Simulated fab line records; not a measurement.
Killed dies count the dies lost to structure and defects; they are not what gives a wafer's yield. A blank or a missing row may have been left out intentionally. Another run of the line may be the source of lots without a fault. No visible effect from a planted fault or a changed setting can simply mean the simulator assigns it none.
Which tool was responsible?    flow n5-finfet    route of 1938 steps, sampled at 1 step: 12 lots, 36 wafers

== WHAT THE GAUGES SHOWED, per wafer ==
N5_BEOL_M7_CD_MEAS_18: pitch 80 nm, target cd 40 nm.
lot   measured      on         cd-nm (nm)
L075  day 9 19:19   cd-sem-01  40.1 40.9 40.6
L076  day 10 14:26  cd-sem-02  39.6 39.6 38.7
L077  day 10 22:23  cd-sem-03  39.4 39.9 38.8
L081  day 10 23:14  cd-sem-01  40.4 39.1 40.3
L082  day 11 17:32  cd-sem-03  40.1 40.2 40.5
L084  day 11 23:49  cd-sem-03  39.4 39.8 39.0
L086  day 12 17:46  cd-sem-02  39.8 39.7 38.7
L090  day 13 10:30  cd-sem-01  39.6 39.1 40.4
L092  day 13 18:20  cd-sem-02  39.5 39.6 40.9
L093  day 13 22:09  cd-sem-03  40.4 40.2 39.8
L096  day 14 19:58  cd-sem-02  39.8 40.3 39.8
L097  day 15 02:31  cd-sem-03  40.6 39.6 40.0

== WHICH TOOL RAN EACH LOT (tool, then ch and the chambers of the sampled wafers, then the start) ==
Before these readings, the record contains no process step.

== THE ANSWER, worked out from the rows above alone ==
Rule: usual is defined by the lots themselves. The widest of any qualifying gaps counts: lots, ordered by their means at a reading, are off when they make up no more than a third of the lots, leave a main group of 4 or more, and stand apart from it by 3 or more times the standard deviation of that group's means. The tables above print the reading to a certain number of digits; a main group whose means all agree to those digits is not used. A lot without any number at a reading at which 4 lots or more have one is off too. Any other lot the step has rows for is counted as sound.
None of the lots is off at any reading shown; this tells nothing.

== WHAT THE SIMULATOR HAD INSERTED ==
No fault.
